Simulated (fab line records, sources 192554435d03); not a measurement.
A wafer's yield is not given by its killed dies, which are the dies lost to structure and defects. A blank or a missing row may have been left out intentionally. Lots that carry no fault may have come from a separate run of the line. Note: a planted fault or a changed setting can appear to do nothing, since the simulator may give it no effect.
fab line records	flow n5_finfet	part 1 of 2: steps 1 to 22 of 30
record lots=5	wafers=15	last_day=17
route steps=1938 shown GATE_CUT@516 MOL_CONTACT_COAG@517
lots with no fault: from the same line, run without faults
start_h: hours from the record's opening day to when the first of the lot's shown wafers began	wait_h: hours since the lot's step before	" as in the row above	L1.1+2: a single row standing in for several wafers	- either no value or no given start	* or withheld: withheld	< > ~ a bound
route shown NAME@n: names a module that has steps shown in the file, with the first one's number in the route	usual: mean/standard deviation of fault-free wafers	same: alike in all rows	chamber/n: place in a boat	sites: the reading at each site	_std_site: how widely they spread, as a standard deviation	_edge_site: the outer-site mean with the inner-site mean subtracted	radius_mm: how far each site lies from the wafer's centre	mask NAME#n: copy n	behind: the most recent tool/chamber to have shaped the wafer	hold: why the lot was held/for how many hours/how that ended	device: which transistor (n, p or np) failed to switch	end of line: the tests these same wafers got at the end of their route	for a step that has no rows: nothing shown but its recipe	killed: dies lost to structure and defects at the first sort, not the wafer's yield	map: dies across one wafer; x = killed, . = not, _ = none there
set.NAME: the setting that was run; set.NAME@STEP: the one run at that earlier step	model.NAME: the simulator's own value behind a step, which no gauge read
a table for each step, a row for each wafer; lots at some steps of the route
services: when a tool's chamber went out of use (start_h, in hours from the record's first day, below 0 if earlier), for how many hours, and the reason
## steps
# step N5_GATE_CUT_INSPECT_26
# recipe inspect_instrument=darkfield	mode=post_cmp
# usual raw_defect_count=41/19
lot.wafer	tool	chamber	start_h	wait_h	raw_defect_count
L076.1	defect_inspect-01	-	101.40	0.0	27
L076.2	"	-	"	"	26
L076.3	"	-	"	"	28
L081.1	defect_inspect-02	-	129.74	0.0	48
L081.4	"	-	"	"	56
L081.5	"	-	"	"	49
L082.1	defect_inspect-02	-	136.70	0.0	33
L082.2	"	-	"	"	82
L082.4	"	-	"	"	48
L088.1	defect_inspect-01	-	171.30	0.0	119
L088.2	"	-	"	"	38
L088.3	"	-	"	"	55
L096.1	defect_inspect-02	-	223.41	0.0	28
L096.3	"	-	"	"	30
L096.6	"	-	"	"	24
# step N5_MOL_CONTACT_COAG_COAT_103
# recipe resist=SOC	temp_c=250	time_s=60	spin_rpm=1500	resist_thk_nm=80
lot.wafer	tool	chamber	start_h	wait_h
L076.1+2+3	litho_track-02	0	101.43	0.0
L081.1+4+5	litho_track-04	0	129.78	0.0
L082.1+2+4	litho_track-01	0	136.73	0.0
L088.1+2+3	litho_track-02	0	171.33	0.0
L096.1+3+6	litho_track-02	0	223.44	0.0
# step N5_MOL_CONTACT_COAG_COAT_104
# recipe resist=SiARC	temp_c=220	time_s=60	spin_rpm=1500	resist_thk_nm=12
lot.wafer	tool	chamber	start_h	wait_h
L076.1+2+3	litho_track-02	0	-	-
L081.1+4+5	litho_track-04	0	-	-
L082.1+2+4	litho_track-01	0	-	-
L088.1+2+3	litho_track-02	0	-	-
L096.1+3+6	litho_track-02	0	-	-
# step N5_MOL_CONTACT_COAG_COAT_58
# recipe resist=underlayer	temp_c=205	time_s=60	spin_rpm=1500	resist_thk_nm=10
lot.wafer	tool	chamber	start_h	wait_h
L076.1+2+3	litho_track-02	0	-	-
L081.1+4+5	litho_track-04	0	-	-
L082.1+2+4	litho_track-01	0	-	-
L088.1+2+3	litho_track-02	0	-	-
L096.1+3+6	litho_track-02	0	-	-
# step N5_MOL_CONTACT_COAG_COAT_02
# recipe resist=CAR-EUV	spin_rpm=1500	resist_thk_nm=30
lot.wafer	tool	chamber	start_h	wait_h
L076.1+2+3	litho_track-02	0	-	-
L081.1+4+5	litho_track-04	0	-	-
L082.1+2+4	litho_track-01	0	-	-
L088.1+2+3	litho_track-02	0	-	-
L096.1+3+6	litho_track-02	0	-	-
# step N5_MOL_CONTACT_COAG_EBR_04
# recipe solvent=PGMEA	ebr_width_mm=1.5
lot.wafer	tool	chamber	start_h	wait_h
L076.1+2+3	litho_track-02	0	-	-
L081.1+4+5	litho_track-04	0	-	-
L082.1+2+4	litho_track-01	0	-	-
L088.1+2+3	litho_track-02	0	-	-
L096.1+3+6	litho_track-02	0	-	-
# step N5_MOL_CONTACT_COAG_SOFTBAKE_03
# recipe temp_c=110	time_s=60	resist=CAR-EUV
lot.wafer	tool	chamber	start_h	wait_h
L076.1+2+3	litho_track-02	0	-	-
L081.1+4+5	litho_track-04	0	-	-
L082.1+2+4	litho_track-01	0	-	-
L088.1+2+3	litho_track-02	0	-	-
L096.1+3+6	litho_track-02	0	-	-
# step N5_MOL_CONTACT_COAG_EXPOSE_05
# recipe mask_id=CA	na=0.33	source_shape=annular	sigma_inner=0.4	sigma_outer=0.8	polarization=unpolarized	defocus_nm=0	dose_mj=38.25
# usual stage_msd_nm=0.81/0.061
lot.wafer	tool	chamber	start_h	wait_h	mask	stage_msd_nm
L076.1	euv_scanner-02	0	101.57	-	CA#0	0.76
L076.2	"	0	"	"	CA#0	0.76
L076.3	"	0	"	"	CA#0	0.76
L081.1	euv_scanner-02	0	129.91	-	CA#0	0.76
L081.4	"	0	"	"	CA#0	0.76
L081.5	"	0	"	"	CA#0	0.76
L082.1	euv_scanner-02	0	137.00	-	CA#0	0.76
L082.2	"	0	"	"	CA#0	0.76
L082.4	"	0	"	"	CA#0	0.76
L088.1	euv_scanner-01	0	171.47	-	CA#0	0.88
L088.2	"	0	"	"	CA#0	0.88
L088.3	"	0	"	"	CA#0	0.88
L096.1	euv_scanner-02	0	223.57	-	CA#0	0.75
L096.3	"	0	"	"	CA#0	0.75
L096.6	"	0	"	"	CA#0	0.75
# step N5_MOL_CONTACT_COAG_PEB_06
# recipe peb_temp_c=100	peb_time_s=60	resist=CAR-EUV
lot.wafer	tool	chamber	start_h	wait_h
L076.1+2+3	litho_track-04	0	101.63	0.1
L081.1+4+5	litho_track-01	0	129.97	0.1
L082.1+2+4	litho_track-01	0	137.06	0.1
L088.1+2+3	litho_track-01	0	171.53	0.1
L096.1+3+6	litho_track-01	0	223.64	0.1
# step N5_MOL_CONTACT_COAG_DEVELOP_07
# recipe develop_time_s=30	developer=TMAH	resist=CAR-EUV	rinse_liquid=surfactant_rinse	dry=air_spin	dev_temp_c=23
lot.wafer	tool	chamber	start_h	wait_h
L076.1+2+3	litho_track-04	0	-	-
L081.1+4+5	litho_track-01	0	-	-
L082.1+2+4	litho_track-01	0	-	-
L088.1+2+3	litho_track-01	0	-	-
L096.1+3+6	litho_track-01	0	-	-
# step N5_MOL_CONTACT_COAG_CD_MEAS_08
# recipe target_cd_nm=28	landing_energy_ev=500	detector=se_inlens	polarity=opening
# usual cd_nm=27.99/0.23
lot.wafer	tool	chamber	start_h	wait_h	cd_nm
L076.1	cd_sem-03	0	101.69	-	28.13
L076.2	"	0	"	"	27.71
L076.3	"	0	"	"	27.79
L081.1	cd_sem-03	0	130.04	-	27.97
L081.4	"	0	"	"	28.18
L081.5	"	0	"	"	27.93
L082.1	cd_sem-01	0	137.13	-	28.13
L082.2	"	0	"	"	28.24
L082.4	"	0	"	"	28.70
L088.1	cd_sem-03	0	171.60	-	27.89
L088.2	"	0	"	"	28.03
L088.3	"	0	"	"	27.39
L096.1	cd_sem-02	0	223.70	-	27.74
L096.3	"	0	"	"	27.87
L096.6	"	0	"	"	27.71
# step N5_MOL_CONTACT_COAG_OVL_MEAS_09
# recipe points_per_wafer=522
# usual CA_OVL=-0.1/0.77
lot.wafer	tool	chamber	start_h	wait_h	CA_OVL[nm]
L076.1	overlay-01	0	101.73	0.0	-0.3
L076.2	"	0	"	"	-1.0
L076.3	"	0	"	"	0.3
L081.1	overlay-01	0	130.07	0.0	0.7
L081.4	"	0	"	"	0.6
L081.5	"	0	"	"	0.3
L082.1	overlay-02	0	137.16	0.0	-0.8
L082.2	"	0	"	"	-0.2
L082.4	"	0	"	"	-1.0
L088.1	overlay-01	0	171.63	0.0	-1.1
L088.2	"	0	"	"	0.3
L088.3	"	0	"	"	-0.5
L096.1	overlay-02	0	223.73	0.0	1.8
L096.3	"	0	"	"	0.0
L096.6	"	0	"	"	0.4
# step N5_MOL_CONTACT_COAG_INSPECT_10
# recipe mode=adi	inspect_instrument=brightfield
# usual raw_defect_count=73/30
lot.wafer	tool	chamber	start_h	wait_h	raw_defect_count
L076.1	defect_inspect-02	-	101.78	0.1	32
L076.2	"	-	"	"	27
L076.3	"	-	"	"	41
L081.1	defect_inspect-02	-	130.13	0.1	84
L081.4	"	-	"	"	91
L081.5	"	-	"	"	93
L082.1	defect_inspect-01	-	137.22	0.1	66
L082.2	"	-	"	"	119
L082.4	"	-	"	"	80
L088.1	defect_inspect-02	-	171.69	0.1	178
L088.2	"	-	"	"	71
L088.3	"	-	"	"	81
L096.1	defect_inspect-01	-	223.79	0.1	49
L096.3	"	-	"	"	61
L096.6	"	-	"	"	50
# step N5_MOL_CONTACT_COAG_DESCUM_13
# recipe chemistry=O2	time_s=7	source_power_w=50	bias_power_w=20	pressure_mtorr=20	rf_frequency_hz=2.712e+07	temp_c=40	resist=CAR-EUV	o2_flow_sccm=225
# usual drypump_motor_current_A=5.6/0.4	o2_flow_sccm=225.0/0.64	oes_product_au=0.78/0.086	rf_vpp_V=242.7/1.2	showerhead_plenum_p_Torr=2.06/0.064	throttle_valve_pct=20.43/0.14
lot.wafer	tool	chamber	start_h	wait_h	drypump_motor_current_A	o2_flow_sccm	oes_product_au	rf_hours_counter_h	rf_vpp_V	showerhead_plenum_p_Torr	throttle_valve_pct
L076.1	rie_diel-04	1	101.82	0.0	5.1	224.9	0.80	125	241.4	2.00	20.59
L076.2	"	0	"	"	6.1	225.4	0.75	186	243.2	2.19	20.56
L076.3	"	3	"	"	5.5	224.7	0.81	95	241.6	2.04	20.50
L081.1	rie_diel-06	0	130.17	0.0	5.7	224.6	0.67	238	243.2	2.05	20.41
L081.4	"	3	"	"	5.5	225.3	0.89	43	240.6	2.04	20.26
L081.5	"	2	"	"	5.5	224.0	0.75	-	242.5	2.09	20.71
L082.1	rie_diel-06	1	137.26	0.0	6.2	224.8	0.95	20	243.0	2.02	20.40
L082.2	"	2	"	"	5.5	224.9	0.75	170	243.1	2.09	20.72
L082.4	"	3	"	"	5.5	224.9	0.87	45	243.5	2.04	20.27
L088.1	rie_diel-02	3	171.75	0.1	5.2	225.2	0.86	45	241.7	2.03	20.45
L088.2	"	2	"	"	4.8	224.1	0.75	176	244.3	2.18	20.44
L088.3	"	1	"	"	5.6	223.7	0.73	197	241.8	1.98	20.19
L096.1	rie_diel-06	3	223.85	0.1	5.5	225.4	0.82	80	242.7	2.03	20.32
L096.3	"	1	"	"	6.2	224.9	0.87	57	242.2	2.01	20.44
L096.6	"	1	"	"	6.2	224.8	0.87	-	242.2	2.01	20.45
# step N5_MOL_CONTACT_COAG_ETCH_59
# recipe chemistry=N2/H2	target=underlayer	target_depth_a=130	mask_material=CAR-EUV	time_s=10.4	ion_energy_ev=200	pressure_mtorr=30	source_w=840	bias_w=150	n2_flow_sccm=200	h2_flow_sccm=200	ends=cleared
# usual bias_w=150.0/0.46	drypump_motor_current_A=5.6/0.4	etch_rf_on_time_s=10.4/0.32	oes_product_au=0.67/0.078	rf_vpp_V=522.9/2.1	showerhead_plenum_p_Torr=2.51/0.072	throttle_valve_pct=17.90/0.26
lot.wafer	tool	chamber	start_h	wait_h	bias_w	drypump_motor_current_A	etch_rf_on_time_s	oes_product_au	rf_hours_counter_h	rf_vpp_V	showerhead_plenum_p_Torr	throttle_valve_pct
L076.1	rie_diel-04	1	101.85	0.0	150.1	5.1	10.3	0.66	125	520.3	2.46	18.36
L076.2	"	0	"	"	150.1	6.1	10.3	0.63	186	524.4	2.64	17.90
L076.3	"	3	"	"	150.2	5.5	9.8	0.71	95	520.0	2.42	17.44
L081.1	rie_diel-06	0	130.20	0.0	149.9	5.8	10.5	0.57	238	521.4	2.52	18.03
L081.4	"	3	"	"	149.7	5.5	10.3	0.77	43	523.1	2.48	17.71
L081.5	"	2	"	"	150.6	5.5	10.9	0.64	-	522.4	2.57	18.32
L082.1	rie_diel-06	1	137.29	0.0	150.2	6.2	10.3	0.80	20	522.4	2.49	17.95
L082.2	"	2	"	"	149.0	5.5	11.0	0.62	170	524.0	2.56	18.33
L082.4	"	3	"	"	149.7	5.5	10.3	0.75	45	521.9	2.48	17.72
L088.1	rie_diel-02	3	171.78	0.0	149.6	5.2	9.8	0.76	45	522.6	2.51	18.12
L088.2	"	2	"	"	150.0	4.8	10.8	0.63	176	527.1	2.65	17.84
L088.3	"	1	"	"	150.2	5.7	10.6	0.61	197	519.5	2.41	17.62
L096.1	rie_diel-06	3	223.89	0.0	150.7	5.5	10.5	0.71	80	522.0	2.46	17.76
L096.3	"	1	"	"	149.8	6.2	10.5	0.74	57	522.0	2.48	18.03
L096.6	"	1	"	"	149.9	6.1	10.4	0.74	-	522.0	2.48	18.03
# step N5_MOL_CONTACT_COAG_ETCH_105
# recipe chemistry=CF4	target=SiARC	target_depth_a=156	mask_material=CAR-EUV	time_s=26	ion_energy_ev=80	pressure_mtorr=40	source_w=545	bias_w=36	Ar_flow_sccm=100	cf4_flow_sccm=100	ends=cleared
# usual bias_w=36.00/0.11	drypump_motor_current_A=5.6/0.4	etch_rf_on_time_s=26.1/0.71	oes_product_au=0.67/0.076	rf_vpp_V=183.7/1.1	showerhead_plenum_p_Torr=2.11/0.046	throttle_valve_pct=15.64/0.13
lot.wafer	tool	chamber	start_h	wait_h	bias_w	drypump_motor_current_A	etch_rf_on_time_s	oes_product_au	rf_hours_counter_h	rf_vpp_V	showerhead_plenum_p_Torr	throttle_valve_pct
L076.1	rie_diel-04	1	101.87	0.0	36.01	5.1	25.6	0.67	125	183.4	2.07	15.86
L076.2	"	0	"	"	36.11	6.1	26.1	0.64	186	185.0	2.20	15.55
L076.3	"	3	"	"	35.98	5.5	24.9	0.71	95	182.2	2.09	15.64
L081.1	rie_diel-06	0	130.22	0.0	35.95	5.7	26.0	0.57	238	184.8	2.10	15.71
L081.4	"	3	"	"	35.90	5.5	25.9	0.76	43	184.5	2.11	15.50
L081.5	"	2	"	"	35.96	5.5	27.8	0.63	-	183.3	2.13	15.82
L082.1	rie_diel-06	1	137.31	0.0	36.13	6.2	26.0	0.80	20	183.3	2.10	15.68
L082.2	"	2	"	"	35.94	5.5	27.3	0.63	170	183.5	2.13	15.82
L082.4	"	3	"	"	36.02	5.5	26.0	0.76	45	183.2	2.11	15.51
L088.1	rie_diel-02	3	171.80	0.0	35.77	5.3	24.3	0.76	45	182.2	2.10	15.68
L088.2	"	2	"	"	36.04	4.8	26.4	0.64	176	186.3	2.18	15.45
L088.3	"	1	"	"	36.08	5.6	25.8	0.61	197	183.7	2.04	15.50
L096.1	rie_diel-06	3	223.91	0.0	36.03	5.5	26.0	0.72	80	182.4	2.10	15.58
L096.3	"	1	"	"	36.10	6.2	26.0	0.74	57	181.5	2.08	15.76
L096.6	"	1	"	"	36.09	6.2	25.9	0.75	-	183.4	2.09	15.76
# step N5_MOL_CONTACT_COAG_ETCH_106
# recipe chemistry=N2/H2	target=SOC	target_depth_a=800	overetch_a=160	mask_material=SiARC	temp_c=40	time_s=120	ion_energy_ev=200	pressure_mtorr=30	source_w=840	bias_w=150	n2_flow_sccm=200	h2_flow_sccm=200
# usual bias_w=150.0/0.45	drypump_motor_current_A=5.6/0.4	oes_product_au=0.70/0.075	rf_vpp_V=523.0/1.9	showerhead_plenum_p_Torr=2.51/0.072	throttle_valve_pct=17.88/0.26
lot.wafer	tool	chamber	start_h	wait_h	bias_w	drypump_motor_current_A	oes_product_au	rf_hours_counter_h	rf_vpp_V	showerhead_plenum_p_Torr	throttle_valve_pct
L076.1	rie_diel-04	1	101.90	0.0	150.6	5.1	0.69	125	520.8	2.46	18.34
L076.2	"	0	"	"	150.1	6.1	0.66	186	525.1	2.64	17.86
L076.3	"	3	"	"	150.0	5.5	0.71	95	522.6	2.42	17.41
L081.1	rie_diel-06	0	130.25	0.0	150.4	5.7	0.60	238	523.2	2.52	18.00
L081.4	"	3	"	"	150.0	5.5	0.80	43	522.4	2.48	17.68
L081.5	"	2	"	"	149.7	5.5	0.68	-	523.0	2.57	18.31
L082.1	rie_diel-06	1	137.34	0.0	150.3	6.2	0.82	20	521.2	2.49	17.93
L082.2	"	2	"	"	149.5	5.5	0.68	170	522.1	2.56	18.32
L082.4	"	3	"	"	149.6	5.5	0.79	45	520.8	2.48	17.68
L088.1	rie_diel-02	3	171.83	0.0	150.4	5.2	0.77	45	523.2	2.50	18.09
L088.2	"	2	"	"	149.8	4.8	0.68	176	525.9	2.65	17.83
L088.3	"	1	"	"	149.8	5.7	0.64	197	521.2	2.41	17.61
L096.1	rie_diel-06	3	223.93	0.0	149.2	5.5	0.75	80	521.9	2.46	17.74
L096.3	"	1	"	"	149.9	6.2	0.77	57	521.5	2.48	18.00
L096.6	"	1	"	"	151.0	6.2	0.78	-	522.4	2.48	18.01
# step N5_MOL_CONTACT_COAG_STRIP_107
# recipe chemistry=N2/H2	temp_c=40	n2_flow_sccm=200	h2_flow_sccm=200	rf_frequency_hz=6e+07
lot.wafer	tool	chamber	start_h	wait_h
L076.1+2+3	rie_diel-04	1,0,3	101.98	0.0
L081.1+4+5	rie_diel-06	0,3,2	130.33	0.0
L082.1+2+4	rie_diel-06	1,2,3	137.42	0.0
L088.1+2+3	rie_diel-02	3,2,1	171.91	0.0
L096.1+3+6	rie_diel-06	3,1,1	224.01	0.0
# step N5_MOL_CONTACT_COAG_STRIP_108
# recipe chemistry=N2/H2	temp_c=40	n2_flow_sccm=200	h2_flow_sccm=200	rf_frequency_hz=6e+07
lot.wafer	tool	chamber	start_h	wait_h
L076.1+2+3	rie_diel-04	1,0,3	101.99	0.0
L081.1+4+5	rie_diel-06	0,3,2	130.34	0.0
L082.1+2+4	rie_diel-06	1,2,3	137.43	0.0
L088.1+2+3	rie_diel-02	3,2,1	171.92	0.0
L096.1+3+6	rie_diel-06	3,1,1	224.02	0.0
# step N5_MOL_CONTACT_COAG_CONTACT_ETCH_14
# recipe chemistry=C4F6/O2	target=SiO2	target_depth_a=275	overetch_a=85	mask_material=SOC	pressure_mtorr=30	source_w=370	bias_w=185	Ar_flow_sccm=300	C4F6_flow_sccm=16	O2_flow_sccm=10	time_s=20	ion_energy_ev=259.6
# usual bias_w=185.0/0.55	drypump_motor_current_A=5.6/0.4	oes_product_au=0.67/0.072	rf_vpp_V=691.4/2.7	showerhead_plenum_p_Torr=2.85/0.064	throttle_valve_pct=21.31/0.2
lot.wafer	tool	chamber	start_h	wait_h	bias_w	drypump_motor_current_A	oes_product_au	rf_hours_counter_h	rf_vpp_V	showerhead_plenum_p_Torr	throttle_valve_pct
L076.1	rie_diel-04	1	102.00	0.0	184.5	5.1	0.66	125	689.1	2.80	21.71
L076.2	"	0	"	"	183.2	6.1	0.63	186	697.5	2.97	21.23
L076.3	"	3	"	"	184.8	5.5	0.68	95	689.5	2.83	21.46
L081.1	rie_diel-06	0	130.35	0.0	184.9	5.7	0.57	238	692.0	2.86	21.45
L081.4	"	3	"	"	185.4	5.5	0.75	43	690.2	2.85	21.30
L081.5	"	2	"	"	184.6	5.5	0.65	-	691.7	2.86	21.43
L082.1	rie_diel-06	1	137.44	0.0	185.5	6.2	0.79	20	692.0	2.81	21.33
L082.2	"	2	"	"	185.0	5.5	0.65	170	693.3	2.85	21.44
L082.4	"	3	"	"	184.8	5.5	0.76	45	690.1	2.84	21.30
L088.1	rie_diel-02	3	171.93	0.0	184.6	5.2	0.74	45	691.3	2.82	21.41
L088.2	"	2	"	"	184.5	4.8	0.64	176	697.3	2.93	20.95
L088.3	"	1	"	"	184.9	5.6	0.61	197	687.9	2.72	20.95
L096.1	rie_diel-06	3	224.03	0.0	184.1	5.5	0.71	80	688.4	2.83	21.36
L096.3	"	1	"	"	184.8	6.2	0.74	57	691.3	2.79	21.39
L096.6	"	1	"	"	184.7	6.1	0.74	-	690.9	2.79	21.40
# step N5_MOL_CONTACT_COAG_STRIP_109
# recipe chemistry=C4F6/O2	resist=SiARC	rf_frequency_hz=6e+07
lot.wafer	tool	chamber	start_h	wait_h
L076.1+2+3	rie_diel-04	1,0,3	102.03	0.0
L081.1+4+5	rie_diel-06	0,3,2	130.37	0.0
L082.1+2+4	rie_diel-06	1,2,3	137.47	0.0
L088.1+2+3	rie_diel-02	3,2,1	171.96	0.0
L096.1+3+6	rie_diel-06	3,1,1	224.06	0.0
# step N5_MOL_CONTACT_COAG_ETCH_15
# recipe chemistry=CH3F/O2	target=SiNx	target_depth_a=70	mask_material=SOC	stop_on=Si:P	over_etch_frac=0.75	ion_energy_ev=120	pressure_mtorr=30	source_w=395	bias_w=73	Ar_flow_sccm=150	CH3F_flow_sccm=30	O2_flow_sccm=20
# usual bias_w=73.02/0.22	drypump_motor_current_A=5.6/0.4	oes_product_au=0.57/0.062	rf_vpp_V=294/11	showerhead_plenum_p_Torr=1.97/0.047	throttle_valve_pct=16.38/0.15
lot.wafer	tool	chamber	start_h	wait_h	bias_w	drypump_motor_current_A	oes_product_au	rf_hours_counter_h	rf_vpp_V	showerhead_plenum_p_Torr	throttle_valve_pct
L076.1	rie_diel-04	1	102.04	0.0	73.15	5.1	0.57	125	290	1.94	16.63
L076.2	"	0	"	"	72.95	6.1	0.55	186	290	2.07	16.34
L076.3	"	3	"	"	73.12	5.5	0.59	95	292	1.96	16.44
L081.1	rie_diel-06	0	130.38	0.0	73.25	5.7	0.49	238	276	1.98	16.51
L081.4	"	3	"	"	73.13	5.5	0.65	43	297	1.97	16.26
L081.5	"	2	"	"	73.12	5.5	0.55	-	305	1.99	16.55
L082.1	rie_diel-06	1	137.48	0.0	72.74	6.2	0.68	20	316	1.95	16.38
L082.2	"	2	"	"	72.85	5.5	0.55	170	303	1.98	16.53
L082.4	"	3	"	"	73.11	5.5	0.66	45	297	1.97	16.27
L088.1	rie_diel-02	3	171.97	0.0	73.11	5.2	0.63	45	296	1.95	16.38
L088.2	"	2	"	"	72.96	4.8	0.55	176	293	2.04	16.16
L088.3	"	1	"	"	72.85	5.7	0.52	197	288	1.89	16.15
L096.1	rie_diel-06	3	224.07	0.0	72.83	5.4	0.62	80	297	1.96	16.34
L096.3	"	1	"	"	73.19	6.2	0.64	57	314	1.94	16.45
L096.6	"	1	"	"	73.07	6.2	0.64	-	313	1.94	16.45
